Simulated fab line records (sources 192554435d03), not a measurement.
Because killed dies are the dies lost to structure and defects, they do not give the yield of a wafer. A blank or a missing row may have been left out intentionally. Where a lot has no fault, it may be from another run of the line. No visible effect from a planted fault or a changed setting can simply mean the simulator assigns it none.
Split-lot trial -- flow n5 finfet -- 7 lots, 21 wafers read, on a route of 1938 steps

== THE SPLIT ITSELF ==
At N5_SD_EPI_N_ETCH_16 (etches SiO2 in CHF3/O2, target depth 5 nm), the setting target depth a was moved away from the recipe's 50 angstrom on 6 of the 21 wafers read, by -11.1% to +3.3%. This setting was run at the recipe's value on the other wafers.

Reading taken at the split's own step.

== THE READING ==
etch.depth nm (the simulator's own value, which no gauge read), in nm, at N5_SD_EPI_N_ETCH_16 (etches SiO2 in CHF3/O2, target depth 5 nm). No usual value for it is given in the file. Average 4.964 nm, standard deviation 0.087 nm, over the 15 wafers here run with the recipe.

wafer,"tool, chamber at the split","target depth a as run, angstrom",against the recipe,"etch.depth nm, nm",against lot-mates on the recipe
L080.2,"rie diel-01, 3",50,recipe,4.939,-
L080.3,"rie diel-01, 0",50,recipe,4.97,-
L080.4,"rie diel-01, 1",51.66,+3.3%,5.08,+0.126
L084.1,"rie diel-06, 0",44.46,-11.1%,4.299,-0.756
L084.3,"rie diel-06, 3",50,recipe,5.006,-
L084.4,"rie diel-06, 2",50,recipe,5.105,-
L091.2,"rie diel-01, 0",50,recipe,4.938,-
L091.4,"rie diel-01, 1",50,recipe,4.822,-
L091.6,"rie diel-01, 2",50,recipe,5.007,-
L093.1,"rie diel-06, 3",50,recipe,4.979,-
L093.3,"rie diel-06, 1",50,recipe,5.069,-
L093.5,"rie diel-06, 2",46.45,-7.1%,4.65,-0.374
L095.1,"rie diel-01, 0",46.94,-6.1%,4.64,-0.264
L095.3,"rie diel-01, 3",50,recipe,4.871,-
L095.6,"rie diel-01, 2",50,recipe,4.937,-
L096.1,"rie diel-01, 2",44.97,-10.1%,4.434,-0.334
L096.2,"rie diel-01, 0",44.97,-10.1%,4.427,-0.341
L096.4,"rie diel-01, 1",50,recipe,4.768,-
L097.1,"rie diel-06, 1",50,recipe,5.047,-
L097.2,"rie diel-06, 2",50,recipe,5.007,-
L097.3,"rie diel-06, 3",50,recipe,4.997,-

FIT RESULTS
A straight line over all 21 wafers: etch.depth nm changes by +0.0532 nm for each +1% of target depth a; r = +0.94; the points scatter about the line by 0.082 nm.
The same after taking each lot's own level away (the mean of its wafers on the recipe; 21 wafers): +0.0467 nm for each +1%; r = +0.93; scatter 0.081 nm.
According to that fit, moving target depth a by its largest amount changes the reading by 0.52 nm.
The span of the lots' own levels, 4.7680 to 5.0555 nm, comes to 3.3 times the standard deviation stated above.
In other words, the slope is changed by the lot-to-lot level; the two fits disagree.
Check: -0.422 nm against its lot-mates is what the line predicts for one of the wafers moved furthest among these (-11.1%) when that wafer is left out of the fit. It came out at -0.756 nm against them.

== THE FILE'S OWN FIT ==
etch.depth nm changes by +0.051 nm for each +1% of target depth a, r = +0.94.
